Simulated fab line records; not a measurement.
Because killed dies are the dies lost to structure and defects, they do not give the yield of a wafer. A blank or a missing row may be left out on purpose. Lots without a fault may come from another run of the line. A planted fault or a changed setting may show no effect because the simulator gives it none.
2 desks looking at one fault | flow n5Finfet | every desk sees just its own numbers, and what lay behind them comes last

FROM THE METROLOGY DESK
What the gauges read, lot by lot, whatever tool the lot ran on: means of the sampled wafers that have a number. Marked OUT: a lot whose mean sits more than 4 standard deviations from the usual mean, which makes it out of limits; the brackets give that distance. Shown here are 7 of its 11 readings, the ones lying furthest out on some lot.
Columns: A = NDIPOLE_OVL at N5_HKMG_FIN_OVL_MEAS_50, usual 0.4 nm; B = DIBL_N at N5_BEOL_M4_RC_MEAS_101, usual 36.3 mV/V; C = DIBL_P at N5_BEOL_M4_RC_MEAS_101, usual 36.3 mV/V; D = ION_N at N5_BEOL_M4_RC_MEAS_101, usual 672 uA/um; E = SS_N at N5_BEOL_M4_RC_MEAS_101, usual 71.5 mV/dec; F = SS_P at N5_BEOL_M4_RC_MEAS_101, usual 73.3 mV/dec; G = VT_N at N5_BEOL_M4_RC_MEAS_101, usual 249.9 mV
lot  | first seen here | A    | B    | C    | D   | E    | F    | G
L872 | day 4 00:56     | 0.0  | 37.4 | 36.2 | 671 | 71.9 | 73.9 | 251.4
L875 | day 4 17:24     | 0.3  | 35.6 | 37.1 | 672 | 71.2 | 72.5 | 252.1
L877 | day 5 06:18     | -0.5 | 35.8 | 35.2 | 684 | 71.4 | 73.3 | 249.9
L884 | day 7 01:36     | 0.8  | 35.6 | 34.6 | 666 | 70.8 | 73.2 | 249.0
L885 | day 7 07:04     | 1.3  | 36.3 | 36.5 | 659 | 72.0 | 73.3 | 253.6
L888 | day 7 23:59     | -0.3 | 35.3 | 36.5 | 664 | 71.9 | 73.2 | 252.7
L890 | day 8 12:17     | -0.1 | 37.6 | 36.2 | 675 | 71.4 | 73.5 | 249.6
L891 | day 8 16:22     | -0.3 | 36.5 | 36.6 | 675 | 71.2 | 72.9 | 249.4
L894 | day 9 13:31     | 0.6  | 36.0 | 35.0 | 674 | 71.8 | 73.2 | 249.1
L895 | day 9 23:11     | 1.4  | 37.7 | 36.3 | 674 | 72.3 | 73.4 | 248.5
Finding of this desk: none of the 10 lots has anything out of limits.

AT THE TOOL OWNER'S DESK: aldMetal-02
The tool's own readings at N5_HKMG_FIN_ALD_36 (deposits TiN, target thk 1 nm, pulse time 1 s, purge time 3 s): means of the sampled wafers that have a number, for each lot that ran on this tool. Marked OUT: a lot whose mean sits more than 4 standard deviations from the usual mean, which makes it out of limits; the brackets give that distance.
Columns: A = heaterPowerW at N5_HKMG_FIN_ALD_36, usual 847 W; B = precursorPulseHeightRel at N5_HKMG_FIN_ALD_36, usual 1.001; C = susceptorTempC at N5_HKMG_FIN_ALD_36, usual 400.04 C
lot  | first seen here | A    | B     | C
L872 | day 4 03:07     | 905  | 1.002 | 400.21
L875 | day 4 19:38     | 908  | 0.992 | 400.09
L884 | day 7 03:48     | 946  | 0.992 | 409.02 (+43) OUT
L885 | day 7 09:28     | 1046 | 1.011 | 408.91 (+42) OUT
This desk finds L884, L885 out of limits, L884 being first, at day 7 03:48 (susceptorTempC at N5_HKMG_FIN_ALD_36). In limits: L872, L875.

ALL TOGETHER
The tool owner's desk could have raised an alarm at day 7 03:48, on L884, L885.
The metrology desk saw nothing out of limits.
The metrology desk holds a record of L884, L885, inside its limits.
On aldMetal-02, each named lot ran N5_HKMG_FIN_ALD_36.

WHAT WAS PUT IN BY THE SIMULATOR
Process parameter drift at N5_HKMG_FIN_ALD_36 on aldMetal-02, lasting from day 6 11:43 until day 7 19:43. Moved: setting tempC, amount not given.
Shown lots that were struck: L884, L885.
Hours from the fault's start to each desk's first reading out of limits: the tool owner's desk, 16.
